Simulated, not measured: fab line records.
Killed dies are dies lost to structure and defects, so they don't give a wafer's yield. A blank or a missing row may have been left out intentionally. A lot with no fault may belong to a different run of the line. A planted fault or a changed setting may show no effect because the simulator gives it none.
Chamber matching + flow nandHarc + NHARC_A_CONTACT_DEP_24 on pecvd-02 has 3 sister chambers
The step deposits SiO2, target thk 500 nm. 3 wafers are shown with their chamber, then 10 later ones without.

WAFERS WITH THEIR CHAMBER
| wafer  | chamber | throttleValvePct (%) |
|--------|---------|----------------------|
| L088.4 | 2       | 15.6                 |
| L092.1 | 1       | 15.6                 |
| L092.3 | 0       | 16.1                 |

WAFERS MISSING THEIR CHAMBER
| wafer  | throttleValvePct (%) |
|--------|----------------------|
| L092.6 | 15.5                 |
| L093.3 | 15.7                 |
| L093.4 | 16.5                 |
| L093.5 | 15.9                 |
| L094.1 | 16.0                 |
| L094.2 | 15.9                 |
| L094.5 | 16.3                 |
| L097.3 | 16.0                 |
| L097.4 | 16.1                 |
| L097.6 | 16.3                 |

WHICH CHAMBER EACH WENT THROUGH
| wafer  | from the rows above          | in truth                   |
|--------|------------------------------|----------------------------|
| L092.6 | can't be placed: 1 or 2      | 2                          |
| L093.3 | can't be placed: 1 or 2 or 0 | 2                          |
| L093.4 | 0                            | 0                          |
| L093.5 | can't be placed: 0 or 1 or 2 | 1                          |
| L094.1 | can't be placed: 0 or 1 or 2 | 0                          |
| L094.2 | can't be placed: 0 or 1 or 2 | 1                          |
| L094.5 | 0                            | 0                          |
| L097.3 | can't be placed: 0 or 1 or 2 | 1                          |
| L097.4 | 0                            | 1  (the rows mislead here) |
| L097.6 | 0                            | 0                          |
Correctly placed: 3 of 10. Cannot be placed on the basis of these rows: 6; the candidates contain the true chamber in 6. Wrongly placed: 1.
How it was worked out, from the rows above alone: a wafer's distance from a chamber is the root of the sum, over the readings, of the square of ((its reading less the chamber's mean) divided by the reading's scatter). The wafer belongs to the nearest chamber; if the next one is less than 2 further off, it can't be placed. A chamber's mean is the mean of its shown wafers. The scatter (one wafer shown for each chamber): square how far every hidden wafer sits from the nearest shown wafer, average those squares and take the square root.
